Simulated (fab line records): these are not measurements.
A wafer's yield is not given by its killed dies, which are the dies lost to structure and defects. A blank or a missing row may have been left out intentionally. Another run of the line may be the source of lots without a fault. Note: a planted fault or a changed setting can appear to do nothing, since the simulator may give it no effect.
One fault through the eyes of 3 desks -- flow n5Finfet -- numbers are kept per desk, each desk with only its own; the story behind them comes last

## THE DEFECT DESK
Inspection counts along the route, by lot: the mean over sampled wafers that carry a number. A lot is out of limits, marked OUT, if its mean lies more than 4 standard deviations from the usual mean; the brackets give that distance.
Columns: A = rawDefectCount at N5_SPACER0_INSPECT_04, usual 141
lot,first seen here,A
L828,day 4 05:54,129
L829,day 4 11:38,149
L830,day 4 17:23,196
L837,day 6 17:10,136
L839,day 7 08:06,134
L840,day 7 11:47,136
L841,day 7 12:30,126
L842,day 7 20:20,145
Result from this desk: across the 8 lots, nothing is out of limits.

## DESK OF THE TOOL OWNER: aldSin-01
The tool's own readings at N5_SPACER0_ALD_00 (deposits SiOCN, target thk 3.5 nm, pulse time 3 s, purge time 2 s): means of the sampled wafers that have a number, for each lot that ran on this tool. A lot is out of limits, marked OUT, if its mean lies more than 4 standard deviations from the usual mean; the brackets give that distance.
Columns: A = heaterPowerOuterW at N5_SPACER0_ALD_00, usual 511 W; B = heaterPowerW at N5_SPACER0_ALD_00, usual 842 W; C = precursorPulseHeightRel at N5_SPACER0_ALD_00, usual 1.002
lot,first seen here,A,B,C
L828,day 4 05:29,562,915,1.007
L829,day 4 11:13,556,920,0.993
L830,day 4 16:58,502,793,0.999
L839,day 7 07:41,574,962,1.003
L841,day 7 12:13,542,900,1.028
L842,day 7 19:44,583,986,0.984
Result from this desk: across the 6 lots, nothing is out of limits.

## FROM THE METROLOGY DESK
Means of the sampled wafers that have a number, per lot and without regard to the tool the lot ran on: this is what the gauges read. A lot is out of limits, marked OUT, if its mean lies more than 4 standard deviations from the usual mean; the brackets give that distance. It has 28 readings, of which 7 appear: the earliest out of limits, and the ones furthest out on some lot.
Columns: A = DIBL_P at N5_BEOL_M4_RC_MEAS_101, usual 36.6 mV/V; B = IOFF_P at N5_BEOL_M4_RC_MEAS_101, usual 0.21 nA/um; C = IOFF_P_85C at N5_BEOL_M4_RC_MEAS_101, usual 3.7 nA/um; D = ION_P at N5_BEOL_M4_RC_MEAS_101, usual 460 uA/um; E = REXT_P at N5_BEOL_M4_RC_MEAS_101, usual 100.2 ohm.um; F = VT_P at N5_BEOL_M4_RC_MEAS_101, usual -250 mV; G = VT_P_LVT at N5_BEOL_M4_RC_MEAS_101, usual -99 mV
lot,first seen here,A,B,C,D,E,F,G
L828,day 4 15:01,30.3,0.12,2.3,411 (-5.5) OUT,138.1 (+21) OUT,-263 (-4.0) OUT,-113 (-4.2) OUT
L829,day 4 23:05,34.3,0.17,3.0,442,119.5 (+11) OUT,-256,-104
L830,day 5 02:31,29.9,0.10,2.0,410 (-5.6) OUT,161.2 (+34) OUT,-264 (-4.2) OUT,-112
L837,day 7 12:17,38.5,0.26,4.5,472,101.8,-246,-96
L839,day 7 17:59,37.0,0.18,3.1,449,99.0,-256,-104
L840,day 7 21:00,36.4,0.18,3.2,448,101.1,-255,-102
L841,day 7 23:35,39.3,0.25,4.2,465,98.6,-250,-98
L842,day 8 07:28,35.2,0.17,3.1,458,102.5,-254,-100
This desk's result: L828, L829, L830 out of limits, first on L828 (ION_P at N5_BEOL_M4_RC_MEAS_101), day 9 04:07. In limits: L837, L839, L840, L841, L842.

## PUT TOGETHER
The metrology desk could have raised an alarm at day 9 04:07, on L828, L829, L830.
The defect desk saw nothing out of limits.
The tool owner's desk saw nothing out of limits.
The defect desk has L828, L829, L830 on record, within its limits.
Tool owner's desk: L828, L829, L830 on record, inside its limits.
The lots listed all ran N5_SPACER0_ALD_00 on aldSin-01.

## WHAT THE SIMULATOR HAD INSERTED
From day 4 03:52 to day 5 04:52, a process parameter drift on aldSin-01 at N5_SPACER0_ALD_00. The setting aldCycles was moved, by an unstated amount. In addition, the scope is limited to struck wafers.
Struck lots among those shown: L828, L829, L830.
Hours from the fault's start to each desk's first reading out of limits: the metrology desk, 120.
